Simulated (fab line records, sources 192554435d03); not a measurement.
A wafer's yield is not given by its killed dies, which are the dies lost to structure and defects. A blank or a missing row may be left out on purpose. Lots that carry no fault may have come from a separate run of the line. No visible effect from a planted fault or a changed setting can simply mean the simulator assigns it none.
Split-lot study || flow n5 finfet || on a route of 1938 steps: 7 lots, 21 wafers read

== THE SPLIT ==
At N5_BEOL_M0_SAQP_SPACER1_ALD_98 (deposits SiO2, target thk 12.8 nm, pulse time 1 s, purge time 2 s), the setting temp c was moved away from the recipe's 300 C on 7 of the 21 wafers read, by -4.3% to +3.8%. This setting was run at the recipe's value on the other wafers.

== THE PATH FROM SPLIT TO READING: the file shows 1 step between them ==
- N5_BEOL_M0_SAQP_SPACER1_ETCHBACK_99: etches SiO2 in CHF3/O2, target depth 15.4 nm, time 7.7 s

== THE READING ==
BEOL_M0_SAQP.cd nm (the simulator's own value, which no gauge read), in nm, at N5_BEOL_M0_SAQP_MANDREL1_REMOVE_100 (chemistry HBr/Cl2/O2, target a-Si, stops on SiNx, bt time 10 s). The file gives no usual value for it. Across the 14 wafers here that went through the recipe, the average is 12.8 nm and the standard deviation 0.13 nm.

{"wafer": "L074.1", "tool, chamber at the split": "ald sin-03, 1", "temp c as run, C": 311.5, "against the recipe": "+3.8%", "BEOL_M0_SAQP.cd nm, nm": 12.6, "against lot-mates on the recipe": -0.3}
{"wafer": "L074.3", "tool, chamber at the split": "ald sin-03, 0,2", "temp c as run, C": 300, "against the recipe": "recipe", "BEOL_M0_SAQP.cd nm, nm": 12.8, "against lot-mates on the recipe": "-"}
{"wafer": "L074.6", "tool, chamber at the split": "ald sin-03, 0,2", "temp c as run, C": 300, "against the recipe": "recipe", "BEOL_M0_SAQP.cd nm, nm": 13, "against lot-mates on the recipe": "-"}
{"wafer": "L080.1", "tool, chamber at the split": "ald sin-04, 1,2", "temp c as run, C": 300, "against the recipe": "recipe", "BEOL_M0_SAQP.cd nm, nm": 12.8, "against lot-mates on the recipe": "-"}
{"wafer": "L080.6", "tool, chamber at the split": "ald sin-04, 1,2", "temp c as run, C": 300, "against the recipe": "recipe", "BEOL_M0_SAQP.cd nm, nm": 12.8, "against lot-mates on the recipe": "-"}
{"wafer": "L080.2", "tool, chamber at the split": "ald sin-04, 2", "temp c as run, C": 304, "against the recipe": "+1.3%", "BEOL_M0_SAQP.cd nm, nm": 12.8, "against lot-mates on the recipe": "+0.0"}
{"wafer": "L087.2", "tool, chamber at the split": "ald sin-02, 0,1", "temp c as run, C": 300, "against the recipe": "recipe", "BEOL_M0_SAQP.cd nm, nm": 12.8, "against lot-mates on the recipe": "-"}
{"wafer": "L087.4", "tool, chamber at the split": "ald sin-02, 1", "temp c as run, C": 305, "against the recipe": "+1.7%", "BEOL_M0_SAQP.cd nm, nm": 12.8, "against lot-mates on the recipe": -0.1}
{"wafer": "L087.5", "tool, chamber at the split": "ald sin-02, 0,1", "temp c as run, C": 300, "against the recipe": "recipe", "BEOL_M0_SAQP.cd nm, nm": 13, "against lot-mates on the recipe": "-"}
{"wafer": "L088.2", "tool, chamber at the split": "ald sin-02, 3", "temp c as run, C": 300, "against the recipe": "recipe", "BEOL_M0_SAQP.cd nm, nm": 12.6, "against lot-mates on the recipe": "-"}
{"wafer": "L088.6", "tool, chamber at the split": "ald sin-02, 3", "temp c as run, C": 300, "against the recipe": "recipe", "BEOL_M0_SAQP.cd nm, nm": 12.6, "against lot-mates on the recipe": "-"}
{"wafer": "L088.5", "tool, chamber at the split": "ald sin-02, 0", "temp c as run, C": 290.1, "against the recipe": "-3.3%", "BEOL_M0_SAQP.cd nm, nm": 13.2, "against lot-mates on the recipe": "+0.6"}
{"wafer": "L090.1", "tool, chamber at the split": "ald sin-03, 1,0,2", "temp c as run, C": 300, "against the recipe": "recipe", "BEOL_M0_SAQP.cd nm, nm": 12.8, "against lot-mates on the recipe": "-"}
{"wafer": "L090.3", "tool, chamber at the split": "ald sin-03, 1,0,2", "temp c as run, C": 300, "against the recipe": "recipe", "BEOL_M0_SAQP.cd nm, nm": 12.8, "against lot-mates on the recipe": "-"}
{"wafer": "L090.6", "tool, chamber at the split": "ald sin-03, 1,0,2", "temp c as run, C": 300, "against the recipe": "recipe", "BEOL_M0_SAQP.cd nm, nm": 12.8, "against lot-mates on the recipe": "-"}
{"wafer": "L093.1", "tool, chamber at the split": "ald sin-04, 3,2", "temp c as run, C": 300, "against the recipe": "recipe", "BEOL_M0_SAQP.cd nm, nm": 12.8, "against lot-mates on the recipe": "-"}
{"wafer": "L093.4", "tool, chamber at the split": "ald sin-04, 3,2", "temp c as run, C": 300, "against the recipe": "recipe", "BEOL_M0_SAQP.cd nm, nm": 13, "against lot-mates on the recipe": "-"}
{"wafer": "L093.6", "tool, chamber at the split": "ald sin-04, 3", "temp c as run, C": 294.8, "against the recipe": "-1.7%", "BEOL_M0_SAQP.cd nm, nm": 13.2, "against lot-mates on the recipe": "+0.3"}
{"wafer": "L095.3", "tool, chamber at the split": "ald sin-03, 0", "temp c as run, C": 287.1, "against the recipe": "-4.3%", "BEOL_M0_SAQP.cd nm, nm": 13.4, "against lot-mates on the recipe": "+0.8"}
{"wafer": "L095.6", "tool, chamber at the split": "ald sin-03, 0", "temp c as run, C": 287.1, "against the recipe": "-4.3%", "BEOL_M0_SAQP.cd nm, nm": 13.4, "against lot-mates on the recipe": "+0.8"}
{"wafer": "L095.4", "tool, chamber at the split": "ald sin-03, 1", "temp c as run, C": 300, "against the recipe": "recipe", "BEOL_M0_SAQP.cd nm, nm": 12.6, "against lot-mates on the recipe": "-"}
Where a row lists several chambers, the file gives one row for several wafers and doesn't say which wafer went through which chamber.

THE FIT
A straight line over all 21 wafers: BEOL_M0_SAQP.cd nm changes by -0.108 nm for each +1% of temp c; r = -0.83; the points scatter about the line by 0.14 nm.
The same after taking each lot's own level away (the mean of its wafers on the recipe; 21 wafers): -0.147 nm for each +1%; r = -0.94; scatter 0.1 nm.
The reading moves by 0.63 nm for the largest change in temp c, on that fit.
Measured against the standard deviation above, the lots' own levels, which go from 12.60 to 12.90 nm, span 2.3 times it.
Thus the slope moves with the lot-to-lot level: the two fits are different.
Check: +0.642 nm against its lot-mates is what the line predicts for one of the wafers moved furthest among these (-4.3%) when that wafer is left out of the fit. Against them it came out at +0.8 nm.

== THE WHOLE CHAIN: every reading that the file lists as answering this split, in the file's order ==
{"step": "N5_BEOL_M0_SAQP_SPACER1_ALD_98", "what it does": "deposits SiO2, target thk 12.8 nm, pulse time 1 s, purge time 2 s", "reading": "SiO2_of_BEOL_M0_SAQP_SPACER1_ALD_98.thk nm (the simulator's own value, which no gauge read)", "change (the file's fit)": "-0.114 nm for each +1% of the setting", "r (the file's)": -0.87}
{"step": "N5_BEOL_M0_SAQP_MANDREL1_REMOVE_100", "what it does": "chemistry HBr/Cl2/O2, target a-Si, stops on SiNx, bt time 10 s", "reading": "SiO2_of_BEOL_M0_SAQP_SPACER1_ALD_98.thk nm (the simulator's own value, which no gauge read)", "change (the file's fit)": "-0.1 nm for each +1% of the setting", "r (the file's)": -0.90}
{"step": "N5_BEOL_M0_SAQP_MANDREL1_REMOVE_100", "what it does": "chemistry HBr/Cl2/O2, target a-Si, stops on SiNx, bt time 10 s", "reading": "BEOL_M0_SAQP.cd nm (the simulator's own value, which no gauge read)", "change (the file's fit)": "-0.141 nm for each +1% of the setting", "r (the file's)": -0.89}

== FILE'S OWN FIT ==
BEOL_M0_SAQP.cd nm changes by -0.141 nm for each +1% of temp c, r = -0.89.
